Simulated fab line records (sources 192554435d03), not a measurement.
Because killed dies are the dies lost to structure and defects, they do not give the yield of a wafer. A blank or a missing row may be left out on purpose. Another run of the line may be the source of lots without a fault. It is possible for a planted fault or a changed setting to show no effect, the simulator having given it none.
Struck lot and sound lot, side by side    flow n5 finfet    18 steps out of a route of 1938
Sound: wafers L462.1, L462.2, L462.5. Struck: wafer L479.3. (L479.4 of the same lot was not struck and is left out.) The cause comes at the end.
Order at every step that has rows: each side's tool, ch and its chambers, its first start. Under that, the readings that differ: sound wafers    struck wafers    difference of the means    sigmas: that difference in standard deviations of wafers without a fault.
alike: same words and numbers on both sides, and readings whose means sit less than 2 such deviations apart. not compared: any withheld reading, any reading some wafer has no value for, any bound like >300 that may hide the same value, and any number with overlapping values for which the record gives no deviation.
Wherever a step has rows on one side only, a row that says differs or no value, or a row with sigmas, the two part there. Numbers that have no deviation but don't overlap get no sigmas and don't part them. A reading missing from all wafers of one side parts the sides only when that side holds two or more wafers.

first, 3 steps without rows for these wafers: N5_BEOL_M3_ANNEAL_82 (time 240 s); N5_BEOL_M3_SPUTTER_86 (material Cu, target thk 4.5 nm, time 8.29 s); N5_BEOL_M3_ANNEAL_87 (time 240 s).
N5_BEOL_M3_SPUTTER_88: material Cu, target thk 4.5 nm, time 8.29 s.
  sound: pvd sputter-03 at day 7 12:04; struck: pvd sputter-02 at day 12 10:57
  alike: throttle valve pct
N5_BEOL_M3_ANNEAL_89: time 240 s.
  sound: pvd sputter-03 at day 7 12:08; struck: pvd sputter-02 at day 12 11:02
  alike: heater power w
N5_BEOL_M3_SPUTTER_90: material Cu, target thk 4.5 nm, time 8.29 s.
  sound: pvd sputter-03 at day 7 12:17; struck: pvd sputter-02 at day 12 11:10
  alike: throttle valve pct
N5_BEOL_M3_ANNEAL_91: time 240 s.
  sound: pvd sputter-03 at day 7 12:22; struck: pvd sputter-02 at day 12 11:15
  alike: heater power w
N5_BEOL_M3_SPUTTER_92: material Cu, target thk 4.5 nm, time 8.29 s.
  sound: pvd sputter-03 at day 7 12:30; struck: pvd sputter-02 at day 12 11:23
  alike: throttle valve pct
then, 4 steps without rows for these wafers: N5_BEOL_M3_ANNEAL_93 (time 240 s); N5_BEOL_M3_SPUTTER_94 (material Cu, target thk 4.5 nm, time 8.29 s); N5_BEOL_M3_ANNEAL_95 (time 240 s); N5_BEOL_M3_SPUTTER_96 (material Cu, target thk 4.5 nm, time 8.29 s).
N5_BEOL_M3_ECD_50: material Cu, target thk 300 nm.
  sound on ecd cu-01 ch 0,1, day 7 13:04; struck on ecd cu-01 ch 0, day 12 11:58
reading                                 sound          struck  difference  sigmas
model.Cu_of_BEOL_M3_ECD_50.thk nm (nm)  294.2 300 297  475     +178        
then, 1 step without rows for these wafers: N5_BEOL_M3_ANNEAL_51 (time 90 s).
N5_BEOL_M3_CMP_52: polishes, stops on SiOC, t overpolish 6.8 s, target thk 40 nm.
  sound on cmp-01 ch 0,1,3, day 7 13:28; struck on cmp-03 ch 0, day 12 12:25
reading                 sound     struck  difference  sigmas
time to endpoint s (s)  57 67 54  107     +48         +12
  alike: clearing platen down force psi, motor current A
N5_BEOL_M3_THK_MEAS_53: measures by xrf.
  sound: film metro-02 at day 7 13:44; struck: film metro-02 at day 12 12:38
  alike: M3_THK
N5_BEOL_M4_RC_MEAS_101:
  sound on prober-02 ch 0, day 8 01:46; struck on prober-02 ch 0, day 12 20:30
reading        sound        struck  difference  sigmas
ION_P (uA/um)  466 461 466  485     +21         +2
  alike: DIBL_N, DIBL_P, IOFF_N, IOFF_P, ION_N, SS_N, SS_P, VT_N, VT_P
then, 1 step without rows for these wafers: N5_PASSIVATION_PROBE_49.

== WHERE THEY PART ==
Earliest at N5_BEOL_M3_CMP_52; latest, in this record, at N5_BEOL_M4_RC_MEAS_101.

WHY: the cause the simulator had injected
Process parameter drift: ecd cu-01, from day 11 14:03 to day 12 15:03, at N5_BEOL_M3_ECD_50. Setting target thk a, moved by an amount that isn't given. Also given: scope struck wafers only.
